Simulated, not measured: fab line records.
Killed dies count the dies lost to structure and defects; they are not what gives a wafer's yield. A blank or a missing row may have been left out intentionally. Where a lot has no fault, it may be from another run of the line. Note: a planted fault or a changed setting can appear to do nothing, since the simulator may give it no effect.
fab line records -- flow n5-finfet
record lots=9, wafers=27, last-day=16
route steps=1938 shown BEOL_M1@752 BEOL_M4@1111 PASSIVATION@1936
lots that met no fault: from a run of the same line without faults
start-h: hours from the record's opening day to when the first of the lot's shown wafers began -- wait-h: how many hours have passed since the lot's step before this one -- " identical to the entry in the row above -- L1.1+2: several wafers, shown together as one row -- - no value, or no start given -- * or withheld: withheld -- < > ~ a bound
route shown NAME@n: names a module that has steps shown in the file, with the first one's number in the route -- usual: the fault-free wafers' mean and standard deviation -- same: alike in all rows -- chamber/n: place in a boat -- sites: the reading at each site -- _std_site: the standard deviation of these -- _edge_site: inner sites' mean taken away from outer sites' mean -- radius-mm: for every site, how far away it sits from the centre of the wafer -- mask NAME#n: copy n -- behind: the most recent tool/chamber to have shaped the wafer -- hold: what put the lot on hold/how long, in hours/how the hold closed -- device: the n, p or np transistor that did not switch -- end of line: the same wafers' tests at the end of the route -- step lacking rows: just its recipe -- killed: dies that structure and defects cost at the first sort, which is not the same as the wafer's yield -- map: shows each die of a wafer: x if killed, . if not, _ if none is there
set.NAME: the setting that was run; set.NAME@STEP: the one run at that earlier step -- model.NAME: the simulator's own value behind a step, which no gauge read
a sample of lots followed through the steps of the route, with each step as a table and each wafer as a row
services: the hour from which a tool's chamber was out of use, counted from the record's first day as start-h (under 0 if before that day), plus the number of hours and why
## steps
# step N5_BEOL_M1_THK_MEAS_01
# recipe reads=SiOC_of_BEOL_M1_ILD_DEP_00
# usual M1_ILD_THK=79.0/1.1
lot.wafer,tool,chamber,start-h,wait-h,M1_ILD_THK[nm]
L200.1,film-metro-01,-,118.04,0.0,79.3
L200.4,film-metro-01,-,118.04,0.0,80.6
L200.5,film-metro-01,-,118.04,0.0,81.1
L201.2,film-metro-01,-,126.05,0.1,79.5
L201.4,film-metro-01,-,126.05,0.1,80.1
L201.6,film-metro-01,-,126.05,0.1,80.2
L206.3,film-metro-02,-,157.91,0.1,78.1
L206.5,film-metro-02,-,157.91,0.1,79.3
L206.6,film-metro-02,-,157.91,0.1,79.9
L207.2,film-metro-01,-,166.54,0.1,78.7
L207.3,film-metro-01,-,166.54,0.1,78.2
L207.4,film-metro-01,-,166.54,0.1,81.2
L208.2,film-metro-01,-,174.91,0.1,78.3
L208.4,film-metro-01,-,174.91,0.1,80.2
L208.6,film-metro-01,-,174.91,0.1,79.8
L209.1,film-metro-02,-,177.16,0.0,77.0
L209.2,film-metro-02,-,177.16,0.0,77.1
L209.3,film-metro-02,-,177.16,0.0,78.8
L212.2,film-metro-01,-,200.09,0.1,78.7
L212.3,film-metro-01,-,200.09,0.1,79.1
L212.6,film-metro-01,-,200.09,0.1,80.0
L218.1,film-metro-02,-,235.81,0.0,78.1
L218.2,film-metro-02,-,235.81,0.0,77.8
L218.4,film-metro-02,-,235.81,0.0,78.7
L221.3,film-metro-02,-,242.74,0.1,78.5
L221.4,film-metro-02,-,242.74,0.1,79.0
L221.6,film-metro-02,-,242.74,0.1,80.1
# step N5_BEOL_M1_HM_DEP_02
# recipe material=TiN, target-thk-a=200, temp-c=25, chamber-pressure-pa=0.49996
# usual throttle-valve-pct=29.8/0.72
lot.wafer,tool,chamber,start-h,wait-h,throttle-valve-pct
L200.1,pvd-sputter-01,-,119.65,1.6,30.4
L200.4,pvd-sputter-01,-,119.65,1.6,29.8
L200.5,pvd-sputter-01,-,119.65,1.6,29.9
L201.2,pvd-sputter-01,-,127.04,0.9,30.4
L201.4,pvd-sputter-01,-,127.04,0.9,29.8
L201.6,pvd-sputter-01,-,127.04,0.9,31.1
L206.3,pvd-sputter-02,-,159.31,1.3,29.0
L206.5,pvd-sputter-02,-,159.31,1.3,28.7
L206.6,pvd-sputter-02,-,159.31,1.3,31.3
L207.2,pvd-sputter-02,-,166.63,0.0,29.4
L207.3,pvd-sputter-02,-,166.63,0.0,28.6
L207.4,pvd-sputter-02,-,166.63,0.0,28.7
L208.2,pvd-sputter-03,-,175.08,0.1,29.5
L208.4,pvd-sputter-03,-,175.08,0.1,29.1
L208.6,pvd-sputter-03,-,175.08,0.1,30.2
L209.1,pvd-sputter-01,-,179.04,1.8,30.8
L209.2,pvd-sputter-01,-,179.04,1.8,29.4
L209.3,pvd-sputter-01,-,179.04,1.8,30.4
L212.2,pvd-sputter-03,-,200.22,0.1,29.4
L212.3,pvd-sputter-03,-,200.22,0.1,28.9
L212.6,pvd-sputter-03,-,200.22,0.1,29.5
L218.1,pvd-sputter-03,-,236.45,0.6,29.5
L218.2,pvd-sputter-03,-,236.45,0.6,30.5
L218.4,pvd-sputter-03,-,236.45,0.6,29.5
L221.3,pvd-sputter-01,-,243.01,0.2,30.3
L221.4,pvd-sputter-01,-,243.01,0.2,29.8
L221.6,pvd-sputter-01,-,243.01,0.2,30.9
# step N5_BEOL_M1_DESCUM_16
# recipe chemistry=O2, time-s=7, source-power-w=50, bias-power-w=20, pressure-mtorr=20, rf-frequency-hz=2.712e+07, temp-c=40, resist=CAR-EUV, o2-flow-sccm=225
# usual drypump-motor-current-A=5.8/0.4, oes-product-au=0.76/0.082, rf-vpp-V=242.7/1.4, showerhead-plenum-p-Torr=2.06/0.065, throttle-valve-pct=20.41/0.25
lot.wafer,tool,chamber,start-h,wait-h,drypump-motor-current-A,oes-product-au,rf-hours-counter-h,rf-vpp-V,showerhead-plenum-p-Torr,throttle-valve-pct
L200.1,rie-diel-03,0,120.44,0.3,6.1,0.76,160,241.6,2.01,20.57
L200.4,rie-diel-03,2,120.44,0.3,6.2,0.74,148,241.9,2.00,20.32
L200.5,rie-diel-03,0,120.44,0.3,6.1,0.77,-,241.8,2.01,20.57
L201.2,rie-diel-02,0,127.69,0.0,5.7,0.77,126,243.4,2.10,20.60
L201.4,rie-diel-02,1,127.69,0.0,5.7,0.77,123,242.4,1.93,19.91
L201.6,rie-diel-02,1,127.69,0.0,5.7,0.78,-,239.7,1.93,19.93
L206.3,rie-diel-03,2,159.82,0.0,6.2,0.74,159,240.8,2.00,20.35
L206.5,rie-diel-03,3,159.82,0.0,6.2,0.80,-,242.0,2.02,20.40
L206.6,rie-diel-03,0,159.82,0.0,6.1,0.77,-,240.4,2.01,20.58
L207.2,rie-diel-03,1,167.41,0.2,4.7,0.67,250,244.3,2.14,20.50
L207.3,rie-diel-03,0,167.41,0.2,6.1,0.76,173,239.3,2.00,20.60
L207.4,rie-diel-03,3,167.41,0.2,6.2,0.81,101,241.7,2.02,20.41
L208.2,rie-diel-03,2,175.60,0.0,6.2,0.74,164,242.6,2.00,20.34
L208.4,rie-diel-03,0,175.60,0.0,6.1,0.76,-,240.7,2.00,20.60
L208.6,rie-diel-03,3,175.60,0.0,6.2,0.79,-,242.2,2.02,20.44
L209.1,rie-diel-03,2,179.55,0.0,6.2,0.73,165,240.8,2.00,20.34
L209.2,rie-diel-03,3,179.55,0.0,6.2,0.79,104,243.7,2.02,20.42
L209.3,rie-diel-03,0,179.55,0.0,6.1,0.75,177,241.9,2.00,20.59
L212.2,rie-diel-02,1,200.73,0.0,5.7,0.77,144,239.0,1.92,19.93
L212.3,rie-diel-02,0,200.73,0.0,5.7,0.74,153,243.3,2.09,20.63
L212.6,rie-diel-02,1,200.73,0.0,5.7,0.77,-,239.6,1.92,19.95
L218.1,rie-diel-04,3,237.08,0.0,5.8,0.71,232,242.8,2.06,20.66
L218.2,rie-diel-04,0,237.08,0.0,5.6,0.68,221,244.9,2.07,20.77
L218.4,rie-diel-04,1,237.08,0.0,6.1,0.74,176,243.4,2.17,20.30
L221.3,rie-diel-04,2,243.64,0.1,5.7,0.93,13,242.3,2.04,20.22
L221.4,rie-diel-04,1,243.64,0.1,6.1,0.74,178,244.4,2.17,20.33
L221.6,rie-diel-04,1,243.64,0.1,6.1,0.75,-,244.4,2.17,20.31
# step N5_BEOL_M1_ETCH_64
# recipe chemistry=N2/H2, target=SOC, target-depth-a=750, overetch-a=150, mask-material=SiARC, temp-c=40, time-s=112.5, ion-energy-ev=200, pressure-mtorr=30, source-w=840, bias-w=150, n2-flow-sccm=200, h2-flow-sccm=200
# usual bias-w=150.0/0.4, drypump-motor-current-A=5.8/0.4, n2-flow-sccm=200.0/0.64, oes-product-au=0.60/0.062, rf-vpp-V=523.0/2.4, showerhead-plenum-p-Torr=2.51/0.081, throttle-valve-pct=17.82/0.23
lot.wafer,tool,chamber,start-h,wait-h,bias-w,drypump-motor-current-A,n2-flow-sccm,oes-product-au,rf-hours-counter-h,rf-vpp-V,showerhead-plenum-p-Torr,throttle-valve-pct
L200.1,rie-diel-03,0,120.52,0.0,149.5,6.1,199.2,0.61,160,521.6,2.43,17.80
L200.4,rie-diel-03,2,120.52,0.0,150.0,6.2,200.0,0.59,148,520.8,2.45,17.90
L200.5,rie-diel-03,0,120.52,0.0,149.7,6.1,198.6,0.61,-,522.2,2.43,17.80
L201.2,rie-diel-02,0,127.77,0.0,150.1,5.7,199.4,0.60,126,524.2,2.55,18.02
L201.4,rie-diel-02,1,127.77,0.0,149.6,5.7,201.4,0.61,123,517.3,2.35,17.35
L201.6,rie-diel-02,1,127.77,0.0,150.0,5.7,200.5,0.61,-,518.8,2.35,17.34
L206.3,rie-diel-03,2,159.90,0.0,150.4,6.2,199.7,0.59,159,521.2,2.44,17.90
L206.5,rie-diel-03,3,159.90,0.0,150.0,6.2,199.5,0.63,-,522.3,2.46,17.79
L206.6,rie-diel-03,0,159.90,0.0,149.8,6.1,200.3,0.60,-,521.1,2.43,17.82
L207.2,rie-diel-03,1,167.49,0.0,197.7,4.7,200.6,0.53,250,625.5,2.60,17.88
L207.3,rie-diel-03,0,167.49,0.0,198.1,6.1,199.3,0.59,173,619.3,2.43,17.81
L207.4,rie-diel-03,3,167.49,0.0,197.9,6.2,199.4,0.64,101,618.3,2.46,17.80
L208.2,rie-diel-03,2,175.68,0.0,197.2,6.2,200.7,0.58,164,620.1,2.44,17.92
L208.4,rie-diel-03,0,175.68,0.0,197.7,6.1,200.1,0.60,-,619.4,2.43,17.83
L208.6,rie-diel-03,3,175.68,0.0,197.4,6.3,200.1,0.63,-,619.9,2.46,17.80
L209.1,rie-diel-03,2,179.63,0.0,197.1,6.2,199.8,0.58,165,618.9,2.44,17.93
L209.2,rie-diel-03,3,179.63,0.0,197.9,6.2,200.2,0.63,105,618.5,2.46,17.80
L209.3,rie-diel-03,0,179.63,0.0,197.3,6.1,200.3,0.61,177,619.9,2.42,17.82
L212.2,rie-diel-02,1,200.81,0.0,149.9,5.7,200.4,0.60,144,518.3,2.34,17.39
L212.3,rie-diel-02,0,200.81,0.0,149.5,5.7,199.9,0.59,153,522.8,2.54,18.07
L212.6,rie-diel-02,1,200.81,0.0,150.4,5.7,200.5,0.60,-,516.9,2.34,17.38
L218.1,rie-diel-04,3,237.16,0.0,150.1,5.8,199.2,0.57,232,524.6,2.51,18.06
L218.2,rie-diel-04,0,237.16,0.0,150.1,5.6,200.1,0.55,221,524.5,2.51,18.15
L218.4,rie-diel-04,1,237.16,0.0,150.0,6.1,199.9,0.59,176,528.2,2.64,17.75
L221.3,rie-diel-04,2,243.72,0.0,149.6,5.7,199.7,0.74,13,522.8,2.49,17.64
L221.4,rie-diel-04,1,243.72,0.0,149.7,6.1,200.1,0.59,178,526.3,2.64,17.78
L221.6,rie-diel-04,1,243.72,0.0,149.2,6.1,200.2,0.59,-,525.8,2.64,17.79
# step N5_BEOL_M4_RC_MEAS_101
# usual DIBL_N=35.7/1.3, DIBL_P=35.4/1.8, IOFF_N=0.152/0.027, IOFF_P=0.20/0.034, ION_N=672/9.8, ION_P=461/7.5, SS_N=71.4/0.55, SS_P=73.1/0.61, VT_N=251/3.3, VT_P=-251/3.6
lot.wafer,tool,chamber,start-h,wait-h,DIBL_N[mV/V],DIBL_P[mV/V],IOFF_N[nA/um],IOFF_P[nA/um],ION_N[uA/um],ION_P[uA/um],SS_N[mV/dec],SS_P[mV/dec],VT_N[mV],VT_P[mV]
L200.1,prober-02,0,162.74,0.0,37.2,39.2,0.199,0.27,681,469,72.2,74.2,247,-244
L200.4,prober-02,0,162.74,0.0,35.0,38.2,0.160,0.24,672,465,71.1,73.9,248,-246
L200.5,prober-02,0,162.74,0.0,35.2,36.6,0.161,0.22,684,467,71.0,73.7,248,-247
L201.2,prober-01,0,167.97,0.2,34.0,32.5,0.114,0.16,661,457,70.3,72.7,255,-255
L201.4,prober-01,0,167.97,0.2,35.2,34.1,0.133,0.18,670,464,70.6,73.5,253,-251
L201.6,prober-01,0,167.97,0.2,34.4,34.2,0.126,0.18,659,452,71.3,73.0,255,-250
L206.3,prober-02,0,200.58,0.3,35.7,36.7,0.162,0.23,680,468,71.3,72.6,247,-247
L206.5,prober-02,0,200.58,0.3,35.7,36.7,0.163,0.23,678,467,71.4,72.1,247,-248
L206.6,prober-02,0,200.58,0.3,35.1,36.3,0.152,0.22,678,467,71.0,73.0,249,-247
L207.2,prober-02,0,209.83,0.2,36.0,36.9,0.162,0.21,676,465,72.1,73.2,247,-251
L207.3,prober-02,0,209.83,0.2,35.9,36.5,0.157,0.20,682,459,71.7,72.6,248,-250
L207.4,prober-02,0,209.83,0.2,35.6,35.6,0.153,0.20,674,462,71.3,73.1,248,-250
L208.2,prober-02,0,218.47,0.6,33.7,32.3,0.114,0.16,666,458,70.7,72.2,256,-253
L208.4,prober-02,0,218.47,0.6,35.1,34.0,0.131,0.19,674,463,71.6,72.7,255,-253
L208.6,prober-02,0,218.47,0.6,33.6,32.7,0.112,0.17,666,467,72.0,72.5,255,-255
L209.1,prober-02,0,219.25,0.4,36.5,34.9,0.147,0.19,671,458,72.1,73.5,251,-248
L209.2,prober-02,0,219.25,0.4,37.6,35.7,0.154,0.21,669,459,71.6,73.0,250,-251
L209.3,prober-02,0,219.25,0.4,37.4,36.3,0.156,0.21,675,458,72.1,73.0,253,-249
L212.2,prober-02,0,240.16,0.2,35.2,34.3,0.139,0.16,649,445,71.2,73.1,252,-256
L212.3,prober-02,0,240.16,0.2,34.1,33.3,0.125,0.15,659,449,70.1,73.0,251,-256
L212.6,prober-02,0,240.16,0.2,35.6,35.7,0.146,0.17,653,445,71.2,73.2,254,-256
L218.1,prober-02,0,280.66,0.0,39.0,38.9,0.201,0.28,685,474,71.8,74.3,246,-246
L218.2,prober-02,0,280.66,0.0,38.2,37.8,0.196,0.27,691,479,72.4,74.4,248,-244
L218.4,prober-02,0,280.66,0.0,37.7,37.7,0.175,0.26,677,472,71.4,74.6,248,-244
L221.3,prober-02,0,286.21,0.3,35.3,35.0,0.137,0.18,679,464,70.7,72.9,254,-252
L221.4,prober-02,0,286.21,0.3,37.8,38.1,0.182,0.22,689,468,71.5,73.6,249,-249
L221.6,prober-02,0,286.21,0.3,35.5,35.2,0.137,0.18,678,466,71.0,73.5,250,-253
# step N5_PASSIVATION_PROBE_49
# usual defect-limited-yield=91.5/1.3, killed_at_M0_to_M3=33/11, killed_at_M4_up=14/5.3, killed-at-contacts=11/6.3, killed-at-front-end=38/10, killed-at-other=3.7/2.8, killed-dies=101/16, killed-open=67/12, killed-short=32/7.4, sort_bin_5_function=5.0/0.86, sort_bin_6_memory=3.2/0.69, sort-n-pass=1079/16, sort-yield-pct=91.5/1.3
# same gross-dies=1180, killed-at-back-side=0, sort_bin_4_leakage[%]=0, sort_bin_8_speed[%]=0
lot.wafer,tool,chamber,start-h,wait-h,defect-limited-yield[%],killed_at_M0_to_M3,killed_at_M4_up,killed-at-contacts,killed-at-front-end,killed-at-other,killed-dies,killed-open,killed-short,sort_bin_5_function[%],sort_bin_6_memory[%],sort-n-pass,sort-yield-pct[%]
L218.1,prober-02,-,387.24,0.0,90.4,47,18,9,37,2,113,88,24,5.8,3.3,1067,90.4
L218.2,prober-02,-,387.29,0.1,91.7,34,21,3,38,2,98,62,35,4.7,3.1,1082,91.7
L218.4,prober-02,-,387.39,0.2,91.5,42,26,2,25,5,100,67,30,5.1,3.1,1080,91.5
# killed by level:class
L218.1 BEOL_M2:geometric-particle:open=16 STI_FIN_REVEAL:geometric-particle:open=13 BEOL_M4:geometric-particle:open=9 BEOL_M3:geometric-particle:open=9 MOL_CONTACT_COAG:geometric-particle:open=8 DUMMY_GATE:geometric-particle:open=7 BEOL_M0_SAQP:geometric-particle:open=6 BEOL_M0:geometric-particle:open=6
L218.2 FIN_SAQP:geometric-particle:short=12 BEOL_M4:geometric-particle:open=9 STI_FIN_REVEAL:geometric-particle:open=8 BEOL_M1:geometric-particle:open=7 FIN_SAQP:geometric-particle:open=6 BEOL_M0_SAQP:geometric-particle:open=6 BEOL_M2:geometric-particle:open=6 BEOL_M0_SAQP:geometric-particle:short=5
L218.4 BEOL_M2:geometric-particle:open=11 BEOL_M5:geometric-particle:open=10 BEOL_M0_SAQP:geometric-particle:open=8 DUMMY_GATE:geometric-particle:open=7 BEOL_M1:geometric-particle:open=6 BEOL_M0_SAQP:geometric-particle:short=5 FIN_SAQP:geometric-particle:short=4 BEOL_M4:geometric-particle:open=4
## services
tool,chamber,start-h,hours,kind
rie-diel-02,1,128.59,14.5,repair
rie-diel-02,2,143.09,-,clean
rie-diel-02,2,143.09,-,consumable-replace:focus-ring
rie-diel-02,2,143.09,35.0,scheduled-down
rie-diel-02,2,143.09,35.0,vent-cycle
rie-diel-03,1,170.57,-,clean
rie-diel-03,1,170.57,-,consumable-replace:focus-ring
rie-diel-03,1,170.57,23.4,scheduled-down
rie-diel-03,1,170.57,23.4,vent-cycle
rie-diel-02,3,178.06,-,clean
rie-diel-02,3,178.06,-,consumable-replace:focus-ring
rie-diel-02,3,178.06,12.3,scheduled-down
rie-diel-02,3,178.06,12.3,vent-cycle
rie-diel-04,2,185.70,-,clean
rie-diel-04,2,185.70,-,consumable-replace:focus-ring
rie-diel-04,2,185.70,13.5,scheduled-down
rie-diel-04,2,185.70,13.5,vent-cycle
## key
first-sign step=N5_BEOL_M1_ETCH_64, reading=bias-w, direction=up, sigmas=99+, usual=*, struck=*
effect step=N5_BEOL_M1_ETCH_64, reading=rf-vpp-V, direction=up, sigmas=40, usual=523.0, struck=620.0
met-at N5_BEOL_M1_ETCH_64
struck-lots L207,L208,L209
not-acting-at N5_BEOL_M1_THK_MEAS_01,N5_BEOL_M1_HM_DEP_02,N5_BEOL_M1_DESCUM_16
onset-between 159.90 167.49
fault kind=process-parameter-drift, tool=rie-diel-03, chamber=-, onset-h=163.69, steps=N5_BEOL_M1_ETCH_64, channel=bias-w, offset=*, shape=step, end-h=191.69, acts-in=*, stated=*
